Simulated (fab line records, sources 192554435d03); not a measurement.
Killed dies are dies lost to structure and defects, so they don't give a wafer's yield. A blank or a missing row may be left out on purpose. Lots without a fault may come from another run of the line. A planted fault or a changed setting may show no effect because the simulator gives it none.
fab line records | flow n5_finfet | part 1 of 2: steps 1 to 21 of 27
record lots=5 wafers=15 last_day=17
route steps=1938 shown BEOL_M15@1788
lots that met no fault: from a run of the same line without faults
start_h: hours from the record's first day to the start of the lot's first wafer shown | wait_h: hours since the lot's step before | " the same as in the row above | L1.1+2: a row that stands for several wafers | - no value, or no start given | * or withheld: withheld | < > ~ a bound
route shown NAME@n: a module of which the file shows steps, and the number in the route of the first | usual: mean/standard deviation of fault-free wafers | same: alike in all rows | chamber/n: place in a boat | sites: the reading at each site | _std_site: their standard deviation | _edge_site: outer sites' mean less inner sites' | radius_mm: how far each site lies from the wafer's centre | mask NAME#n: copy n | behind: the tool/chamber that last shaped the wafer | hold: why the lot was held/for how many hours/how that ended | device: the transistor (n, p or np) that didn't switch | end of line: the same wafers' tests at the end of the route | a step without rows: its recipe alone | killed: dies lost to structure and defects at the first sort, not the wafer's yield | map: a wafer's dies, x killed, . not, _ none there
set.NAME: the setting as run; set.NAME@STEP: as run at that earlier step | model.NAME: the simulator's own value behind a step, which no gauge read
lots at some steps of the route; a table a step, a row a wafer
services: from which hour (start_h, from the record's first day; less than 0 if before it) a tool's chamber was out of use, for how many hours, and why
## steps
# step N5_BEOL_M15_VIA_ETCH_16
# recipe chemistry=C4F8/O2/Ar target=SiO2 he_inner_torr=15 he_outer_torr=30 target_depth_a=17922 time_s=withheld ion_energy_ev=800 pressure_mtorr=20 source_w=1905 bias_w=2040 Ar_flow_sccm=400 C4F8_flow_sccm=16 O2_flow_sccm=12 ends=cleared
# usual drypump_motor_current_A=5.8/0.41 oes_product_au=0.70/0.087 rf_vpp_V=2222/52 showerhead_plenum_p_Torr=3.45/0.12 throttle_valve_pct=30.93/0.24
# columns lot.wafer tool chamber start_h wait_h drypump_motor_current_A oes_product_au rf_vpp_V showerhead_plenum_p_Torr throttle_valve_pct
L076.1 rie_diel-03 3 255.32 0.0 5.7 0.79 2283 3.49 30.59
L076.3 " 1 " " 5.2 0.70 2196 3.36 30.71
L076.5 " 0 " " 5.9 0.71 2174 3.58 30.79
L075.1 rie_diel-05 3 258.81 0.0 6.1 0.64 2316 3.53 31.08
L075.5 " 2 " " 6.3 0.67 2217 3.43 30.81
L075.6 " 1 " " 5.8 0.67 2175 3.39 31.04
L082.2 rie_diel-04 0 332.38 0.0 5.1 0.63 2156 3.25 31.06
L082.3 " 2 " " 6.1 0.88 2198 3.39 31.01
L082.5 " 2 " " 6.1 0.87 2197 3.39 30.99
L087.1 rie_diel-05 1 346.13 0.0 5.8 0.65 2174 3.38 31.06
L087.2 " 3 " " 6.1 0.61 2315 3.52 31.08
L087.3 " 0 " " 6.3 0.89 2291 3.66 30.73
L089.2 rie_diel-03 0 370.45 0.0 5.8 0.69 2173 3.56 30.85
L089.4 " 1 " " 5.1 0.67 2194 3.34 30.75
L089.6 " 3 " " 5.6 0.74 2282 3.48 30.60
# step N5_BEOL_M15_STRIP_63
# recipe chemistry=O2 power_w=600 temp_c=60 pressure_mtorr=30 rf_frequency_hz=6e+07 bias_power_w=0 overash_fraction=0.3 o2_flow_sccm=225
# usual drypump_motor_current_A=5.8/0.41 oes_product_au=0.78/0.096 rf_vpp_V=3.7/0.75 showerhead_plenum_p_Torr=2.11/0.08 throttle_valve_pct=16.75/0.25
# columns lot.wafer tool chamber start_h wait_h drypump_motor_current_A oes_product_au rf_hours_counter_h rf_vpp_V showerhead_plenum_p_Torr throttle_valve_pct
L076.1 rie_diel-03 3 - - 5.6 0.87 33 4.0 2.14 16.43
L076.3 " 1 " " 5.1 0.78 103 3.4 2.02 16.35
L076.5 " 0 " " 5.8 0.80 - 3.3 2.20 16.76
L075.1 rie_diel-05 3 - - 6.1 0.71 211 2.5 2.16 16.88
L075.5 " 2 " " 6.3 0.72 - 3.2 2.10 16.65
L075.6 " 1 " " 5.8 0.75 - 3.6 2.09 17.00
L082.2 rie_diel-04 0 - - 5.1 0.70 211 3.5 1.99 17.04
L082.3 " 2 " " 6.1 0.97 12 3.7 2.05 16.47
L082.5 " 2 " " 6.1 0.97 - 5.5 2.05 16.47
L087.1 rie_diel-05 1 - - 5.8 0.72 230 4.8 2.08 17.04
L087.2 " 3 " " 6.1 0.68 238 4.0 2.15 16.95
L087.3 " 0 " " 6.4 0.98 9 3.0 2.24 16.37
L089.2 rie_diel-03 0 - - 5.8 0.76 145 6.1 2.19 16.81
L089.4 " 1 " " 5.1 0.75 138 3.8 2.01 16.40
L089.6 " 3 " " 5.6 0.82 - 2.9 2.13 16.52
# step N5_BEOL_M15_STRIP_64
# recipe chemistry=O2 power_w=600 temp_c=60 pressure_mtorr=30 rf_frequency_hz=6e+07 bias_power_w=0 overash_fraction=0.3 o2_flow_sccm=225
# usual drypump_motor_current_A=5.8/0.41 oes_product_au=0.78/0.095 rf_vpp_V=3.7/0.56 showerhead_plenum_p_Torr=2.11/0.08 throttle_valve_pct=16.75/0.25
# columns lot.wafer tool chamber start_h wait_h drypump_motor_current_A oes_product_au rf_hours_counter_h rf_vpp_V showerhead_plenum_p_Torr throttle_valve_pct
L076.1 rie_diel-03 3 - - 5.7 0.87 33 2.3 2.14 16.42
L076.3 " 1 " " 5.1 0.78 103 3.3 2.02 16.34
L076.5 " 0 " " 5.8 0.80 - 3.2 2.20 16.75
L075.1 rie_diel-05 3 - - 6.1 0.69 211 4.0 2.16 16.90
L075.5 " 2 " " 6.3 0.73 - 5.1 2.10 16.65
L075.6 " 1 " " 5.8 0.74 - 4.1 2.09 16.99
L082.2 rie_diel-04 0 - - 5.1 0.69 211 2.4 1.99 17.04
L082.3 " 2 " " 6.1 0.97 12 4.7 2.05 16.49
L082.5 " 2 " " 6.1 0.97 - 2.7 2.05 16.47
L087.1 rie_diel-05 1 - - 5.8 0.72 230 3.0 2.08 17.03
L087.2 " 3 " " 6.1 0.68 238 3.9 2.15 16.97
L087.3 " 0 " " 6.3 0.97 9 2.9 2.24 16.38
L089.2 rie_diel-03 0 - - 5.8 0.76 145 4.6 2.19 16.83
L089.4 " 1 " " 5.2 0.76 138 3.7 2.01 16.41
L089.6 " 3 " " 5.6 0.83 - 4.0 2.13 16.51
# step N5_BEOL_M15_STRIP_65
# recipe chemistry=post_etch_residue_remover time_s=60 temp_c=25 remover_ph=withheld remover_water_wt_pct=withheld remover_fluoride_wt_pct=withheld
# columns lot.wafer tool chamber start_h wait_h
L076.1+3+5 wet_bench-04 4,6,3 255.68 -
L075.1+5+6 wet_bench-03 2,3,6 259.16 -
L082.2+3+5 wet_bench-03 0,4,5 332.73 -
L087.1+2+3 wet_bench-04 4,1,0 346.48 -
L089.2+4+6 wet_bench-01 3,1,5 370.80 -
# step N5_BEOL_M15_SRD_66
# recipe time_s=30 temp_c=23 rinse_liquid=diw dry=n2_spin spin_rpm=1500 dry_time_s=30
# usual spin_rpm=1499.9/0.84
# columns lot.wafer tool chamber start_h wait_h spin_rpm
L076.1 wet_bench-04 4 255.70 0.0 1500.4
L076.3 " 6 " " 1500.2
L076.5 " 3 " " 1498.9
L075.1 wet_bench-03 2 259.18 0.0 1500.6
L075.5 " 3 " " 1500.3
L075.6 " 6 " " 1499.4
L082.2 wet_bench-03 0 332.75 0.0 1499.6
L082.3 " 4 " " 1500.7
L082.5 " 5 " " 1498.7
L087.1 wet_bench-04 4 346.50 0.0 1500.2
L087.2 " 1 " " 1499.6
L087.3 " 0 " " 1500.7
L089.2 wet_bench-01 3 370.82 0.0 1501.2
L089.4 " 1 " " 1499.7
L089.6 " 5 " " 1499.8
# step N5_BEOL_M15_CD_MEAS_17
# recipe target_cd_nm=360 polarity=opening
# usual cd_nm=361.6/1.8
# columns lot.wafer tool chamber start_h wait_h cd_nm
L076.1 cd_sem-03 - 255.74 0.0 360.3
L076.3 " - " " 360.2
L076.5 " - " " 363.4
L075.1 cd_sem-03 - 259.22 0.0 363.0
L075.5 " - " " 362.9
L075.6 " - " " 360.7
L082.2 cd_sem-03 - 332.79 0.0 359.7
L082.3 " - " " 363.2
L082.5 " - " " 359.8
L087.1 cd_sem-03 - 346.55 0.0 360.4
L087.2 " - " " 360.2
L087.3 " - " " 362.5
L089.2 cd_sem-01 - 370.86 0.0 363.6
L089.4 " - " " 359.6
L089.6 " - " " 357.5
# step N5_BEOL_M15_COAT_56
# recipe resist=SOC temp_c=250 time_s=60 spin_rpm=1500 resist_thk_nm=550
# usual dispense_pressure_kPa=48.4/0.66 plate_temp_C=250.01/0.21
# columns lot.wafer tool chamber start_h wait_h dispense_pressure_kPa plate_temp_C
L076.1 litho_track-04 0 255.77 0.0 47.6 250.09
L076.3 " 0 " " 47.6 250.19
L076.5 " 0 " " 47.6 250.28
L075.1 litho_track-01 0 259.26 0.0 49.0 250.04
L075.5 " 0 " " 49.0 249.86
L075.6 " 0 " " 49.0 249.92
L082.2 litho_track-04 0 332.83 0.0 47.6 250.42
L082.3 " 0 " " 47.6 250.38
L082.5 " 0 " " 47.6 250.19
L087.1 litho_track-01 0 346.58 0.0 49.0 249.72
L087.2 " 0 " " 49.0 250.07
L087.3 " 0 " " 49.0 249.82
L089.2 litho_track-02 0 370.90 0.0 48.9 250.18
L089.4 " 0 " " 48.9 250.11
L089.6 " 0 " " 48.9 249.86
# step N5_BEOL_M15_ETCH_57
# recipe chemistry=N2/H2 target=SOC source_w=3000 bias_w=350 time_s=750 ion_energy_ev=200 pressure_mtorr=30 n2_flow_sccm=200 h2_flow_sccm=200
# usual drypump_motor_current_A=5.7/0.4 oes_product_au=0.80/0.093 rf_vpp_V=524.4/2.8 showerhead_plenum_p_Torr=2.56/0.1 throttle_valve_pct=17.74/0.28
# columns lot.wafer tool chamber start_h wait_h drypump_motor_current_A oes_product_au rf_hours_counter_h rf_vpp_V showerhead_plenum_p_Torr throttle_valve_pct
L076.1 rie_diel-05 1 256.02 - 5.8 0.75 201 523.3 2.53 18.11
L076.3 " 3 " " 6.1 0.71 210 526.6 2.61 18.01
L076.5 " 0 " " 6.3 0.68 - 520.4 2.41 17.93
L075.1 rie_diel-03 1 259.32 - 5.1 0.78 105 521.2 2.46 17.48
L075.5 " 2 " " 5.8 0.69 - 519.5 2.39 17.74
L075.6 " 1 " " 5.1 0.78 - 521.6 2.46 17.47
L082.2 rie_diel-04 1 333.11 - 5.2 0.76 140 522.4 2.54 18.00
L082.3 " 2 " " 6.1 0.96 13 522.6 2.49 17.56
L082.5 " 1 " " 5.2 0.77 - 523.8 2.54 18.00
L087.1 rie_diel-03 0 346.88 - 5.8 0.77 138 527.1 2.68 18.00
L087.2 " 3 " " 5.7 0.83 61 524.7 2.59 17.58
L087.3 " 2 " " 5.8 0.92 20 527.9 2.70 17.32
L089.2 rie_diel-03 3 370.96 - 5.6 0.82 68 525.5 2.59 17.59
L089.4 " 2 " " 5.8 0.91 27 527.7 2.70 17.34
L089.6 " 1 " " 5.2 0.75 - 522.5 2.45 17.53
# step N5_BEOL_M15_COAT_60
# recipe resist=BARC temp_c=205 time_s=60 spin_rpm=1500 resist_thk_nm=89
# usual dispense_pressure_kPa=48.5/0.65 plate_temp_C=205.03/0.15
# columns lot.wafer tool chamber start_h wait_h dispense_pressure_kPa plate_temp_C
L076.1 litho_track-04 0 256.53 0.3 47.6 205.01
L076.3 " 0 " " 47.6 204.94
L076.5 " 0 " " 47.5 204.95
L075.1 litho_track-01 0 259.82 0.3 49.0 204.70
L075.5 " 0 " " 49.0 204.85
L075.6 " 0 " " 49.0 204.81
L082.2 litho_track-02 0 333.62 0.3 48.9 205.27
L082.3 " 0 " " 48.9 205.13
L082.5 " 0 " " 48.9 205.02
L087.1 litho_track-01 0 347.39 0.3 49.0 205.11
L087.2 " 0 " " 49.0 204.92
L087.3 " 0 " " 49.0 205.23
L089.2 litho_track-01 0 371.46 0.3 49.0 204.96
L089.4 " 0 " " 49.0 204.88
L089.6 " 0 " " 49.0 205.00
# step N5_BEOL_M15_COAT_22
# recipe spin_rpm=1704 resist_thk_nm=800
# usual dispense_pressure_kPa=48.5/0.64
# columns lot.wafer tool chamber start_h wait_h dispense_pressure_kPa
L076.1 litho_track-04 0 - - 47.6
L076.3 " 0 " " 47.7
L076.5 " 0 " " 47.7
L075.1 litho_track-01 0 - - 49.0
L075.5 " 0 " " 49.0
L075.6 " 0 " " 49.0
L082.2 litho_track-02 0 - - 49.0
L082.3 " 0 " " 49.0
L082.5 " 0 " " 49.0
L087.1 litho_track-01 0 - - 49.0
L087.2 " 0 " " 49.0
L087.3 " 0 " " 49.0
L089.2 litho_track-01 0 - - 49.1
L089.4 " 0 " " 49.1
L089.6 " 0 " " 49.1
# step N5_BEOL_M15_EBR_24
# recipe solvent=PGMEA ebr_width_mm=1.5
# columns lot.wafer tool chamber start_h wait_h
L076.1+3+5 litho_track-04 0 - -
L075.1+5+6 litho_track-01 0 - -
L082.2+3+5 litho_track-02 0 - -
L087.1+2+3 litho_track-01 0 - -
L089.2+4+6 litho_track-01 0 - -
# step N5_BEOL_M15_SOFTBAKE_23
# recipe temp_c=130 time_s=60
# usual plate_temp_C=130.00/0.14
# columns lot.wafer tool chamber start_h wait_h plate_temp_C
L076.1 litho_track-04 0 - - 130.10
L076.3 " 0 " " 130.01
L076.5 " 0 " " 129.99
L075.1 litho_track-01 0 - - 130.03
L075.5 " 0 " " 129.85
L075.6 " 0 " " 129.73
L082.2 litho_track-02 0 - - 130.16
L082.3 " 0 " " 130.10
L082.5 " 0 " " 130.03
L087.1 litho_track-01 0 - - 130.10
L087.2 " 0 " " 130.07
L087.3 " 0 " " 130.00
L089.2 litho_track-01 0 - - 130.07
L089.4 " 0 " " 130.13
L089.6 " 0 " " 129.99
# step N5_BEOL_M15_EXPOSE_25
# recipe mask_id=M15 na=0.8 source_shape=annular sigma_inner=0.5 sigma_outer=0.8 polarization=unpolarized target_cd_nm=400 dose_mj=35.5
# columns lot.wafer tool chamber start_h wait_h mask
L076.1+3+5 krf_scanner-01 0 256.62 - M15#0
L075.1+5+6 krf_scanner-01 0 259.92 - M15#0
L082.2+3+5 krf_scanner-02 0 333.72 - M15#0
L087.1+2+3 krf_scanner-02 0 347.61 - M15#0
L089.2+4+6 krf_scanner-01 0 371.57 - M15#0
# step N5_BEOL_M15_PEB_26
# recipe peb_temp_c=130 peb_time_s=90
# usual plate_temp_C=129.99/0.13
# columns lot.wafer tool chamber start_h wait_h plate_temp_C
L076.1 litho_track-02 0 256.68 0.1 129.95
L076.3 " 0 " " 129.72
L076.5 " 0 " " 130.11
L075.1 litho_track-04 0 259.98 0.1 129.71
L075.5 " 0 " " 129.71
L075.6 " 0 " " 129.72
L082.2 litho_track-01 0 333.78 0.0 130.11
L082.3 " 0 " " 129.85
L082.5 " 0 " " 129.82
L087.1 litho_track-02 0 347.67 0.1 130.12
L087.2 " 0 " " 129.77
L087.3 " 0 " " 129.77
L089.2 litho_track-01 0 371.62 0.0 129.90
L089.4 " 0 " " 130.13
L089.6 " 0 " " 129.86
# step N5_BEOL_M15_DEVELOP_27
# recipe develop_time_s=45 rinse_liquid=diw dry=air_spin dev_temp_c=21
# same develop_time_s=45
# columns lot.wafer tool chamber start_h wait_h
L076.1+3+5 litho_track-02 0 - -
L075.1+5+6 litho_track-04 0 - -
L082.2+3+5 litho_track-01 0 - -
L087.1+2+3 litho_track-02 0 - -
L089.2+4+6 litho_track-01 0 - -
# step N5_BEOL_M15_HARDBAKE_32
# recipe temp_c=130 time_s=120
# usual plate_temp_C=130.01/0.13
# columns lot.wafer tool chamber start_h wait_h plate_temp_C
L076.1 litho_track-02 0 - - 130.14
L076.3 " 0 " " 129.78
L076.5 " 0 " " 130.14
L075.1 litho_track-04 0 - - 129.88
L075.5 " 0 " " 129.94
L075.6 " 0 " " 129.79
L082.2 litho_track-01 0 - - 129.92
L082.3 " 0 " " 129.83
L082.5 " 0 " " 129.99
L087.1 litho_track-02 0 - - 129.75
L087.2 " 0 " " 130.01
L087.3 " 0 " " 129.73
L089.2 litho_track-01 0 - - 130.08
L089.4 " 0 " " 130.00
L089.6 " 0 " " 130.08
# step N5_BEOL_M15_CD_MEAS_28
# recipe target_cd_nm=407.6 landing_energy_ev=500 detector=se_inlens
# usual cd_nm=407.7/1.8
# columns lot.wafer tool chamber start_h wait_h cd_nm
L076.1 cd_sem-01 0 256.80 - 406.2
L076.3 " 0 " " 404.5
L076.5 " 0 " " 405.6
L075.1 cd_sem-03 0 260.10 - 408.7
L075.5 " 0 " " 406.9
L075.6 " 0 " " 407.3
L082.2 cd_sem-02 0 333.89 - 408.5
L082.3 " 0 " " 410.3
L082.5 " 0 " " 409.7
L087.1 cd_sem-03 0 347.78 - 404.0
L087.2 " 0 " " 407.7
L087.3 " 0 " " 406.2
L089.2 cd_sem-02 0 371.74 - 409.2
L089.4 " 0 " " 409.3
L089.6 " 0 " " 411.0
# step N5_BEOL_M15_OVL_MEAS_29
# recipe points_per_wafer=44
# usual M15_OVL=0/5.6
# columns lot.wafer tool chamber start_h wait_h M15_OVL[nm]
L076.1 overlay-01 0 256.83 0.0 3
L076.3 " 0 " " -1
L076.5 " 0 " " -3
L075.1 overlay-01 0 260.13 0.0 -3
L075.5 " 0 " " 8
L075.6 " 0 " " 4
L082.2 overlay-02 0 333.92 0.0 -4
L082.3 " 0 " " -1
L082.5 " 0 " " 4
L087.1 overlay-01 0 347.81 0.0 0
L087.2 " 0 " " -2
L087.3 " 0 " " -3
L089.2 overlay-02 0 371.77 0.0 10
L089.4 " 0 " " 8
L089.6 " 0 " " 6
# step N5_BEOL_M15_INSPECT_30
# recipe mode=adi inspect_instrument=macro
# usual raw_defect_count=2.1/1.5
# columns lot.wafer tool chamber start_h wait_h raw_defect_count
L076.1 defect_inspect-02 - 256.85 0.0 0
L076.3 " - " " 3
L076.5 " - " " 2
L075.1 defect_inspect-02 - 260.15 0.0 3
L075.5 " - " " 1
L075.6 " - " " 3
L082.2 defect_inspect-01 - 333.94 0.0 3
L082.3 " - " " 4
L082.5 " - " " 1
L087.1 defect_inspect-02 - 347.84 0.0 2
L087.2 " - " " 3
L087.3 " - " " 2
L089.2 defect_inspect-01 - 371.79 0.0 2
L089.4 " - " " 0
L089.6 " - " " 2
# step N5_BEOL_M15_DESCUM_33
# recipe chemistry=O2 time_s=7.9 source_power_w=50 bias_power_w=20 pressure_mtorr=20 rf_frequency_hz=2.712e+07 temp_c=40 o2_flow_sccm=225
# usual drypump_motor_current_A=5.8/0.41 oes_product_au=0.79/0.097 rf_vpp_V=243.2/1.6 showerhead_plenum_p_Torr=2.11/0.084 throttle_valve_pct=20.46/0.26
# columns lot.wafer tool chamber start_h wait_h drypump_motor_current_A oes_product_au rf_hours_counter_h rf_vpp_V showerhead_plenum_p_Torr throttle_valve_pct
L076.1 rie_diel-05 3 256.89 0.0 6.1 0.69 210 244.6 2.16 20.67
L076.3 " 1 " " 5.8 0.74 201 241.4 2.09 20.80
L076.5 " 0 " " 6.3 0.68 - 239.8 1.98 20.50
L075.1 rie_diel-03 3 260.18 0.0 5.6 0.88 35 243.9 2.14 20.21
L075.5 " 1 " " 5.1 0.78 - 241.2 2.01 20.07
L075.6 " 3 " " 5.6 0.88 - 243.1 2.14 20.22
L082.2 rie_diel-03 0 334.04 0.1 5.9 0.78 134 244.7 2.19 20.52
L082.3 " 3 " " 5.7 0.84 57 242.9 2.13 20.26
L082.5 " 1 " " 5.1 0.76 - 241.1 2.01 20.09
L087.1 rie_diel-04 2 347.87 0.0 6.1 0.95 18 241.4 2.04 20.29
L087.2 " 1 " " 5.2 0.77 146 243.3 2.09 20.72
L087.3 " 0 " " 5.1 0.70 218 241.2 1.98 20.80
L089.2 rie_diel-04 2 372.17 0.4 6.1 0.94 25 242.6 2.04 20.31
L089.4 " 0 " " 5.1 0.68 224 241.0 1.98 20.80
L089.6 " 0 " " 5.1 0.70 - 240.8 1.98 20.80
# step N5_BEOL_M15_ETCH_61
# recipe chemistry=N2/H2 target=BARC target_depth_a=890 overetch_a=267 time_s=67.9 ion_energy_ev=200 pressure_mtorr=30 source_w=840 bias_w=150 n2_flow_sccm=200 h2_flow_sccm=200
# usual drypump_motor_current_A=5.8/0.41 oes_product_au=0.68/0.077 rf_vpp_V=524.2/2.8 showerhead_plenum_p_Torr=2.56/0.098 throttle_valve_pct=17.88/0.28
# columns lot.wafer tool chamber start_h wait_h drypump_motor_current_A oes_product_au rf_hours_counter_h rf_vpp_V showerhead_plenum_p_Torr throttle_valve_pct
L076.1 rie_diel-05 3 256.92 0.0 6.1 0.60 210 527.8 2.61 18.13
L076.3 " 1 " " 5.8 0.64 201 522.6 2.53 18.20
L076.5 " 0 " " 6.3 0.59 - 520.2 2.41 18.03
L075.1 rie_diel-03 3 260.22 0.0 5.6 0.74 35 523.7 2.60 17.66
L075.5 " 1 " " 5.2 0.66 - 521.3 2.46 17.59
L075.6 " 3 " " 5.6 0.74 - 524.6 2.60 17.64
L082.2 rie_diel-03 0 334.07 0.0 5.9 0.66 134 525.1 2.68 18.10
L082.3 " 3 " " 5.7 0.71 57 526.4 2.59 17.69
L082.5 " 1 " " 5.2 0.64 - 521.9 2.45 17.63
L087.1 rie_diel-04 2 347.91 0.0 6.1 0.80 18 523.0 2.48 17.66
L087.2 " 1 " " 5.2 0.65 146 523.3 2.53 18.10
L087.3 " 0 " " 5.2 0.60 218 520.1 2.41 18.20
L089.2 rie_diel-04 2 372.20 0.0 6.1 0.78 25 522.1 2.48 17.69
L089.4 " 0 " " 5.1 0.59 224 520.3 2.40 18.23
L089.6 " 0 " " 5.1 0.59 - 519.1 2.40 18.23
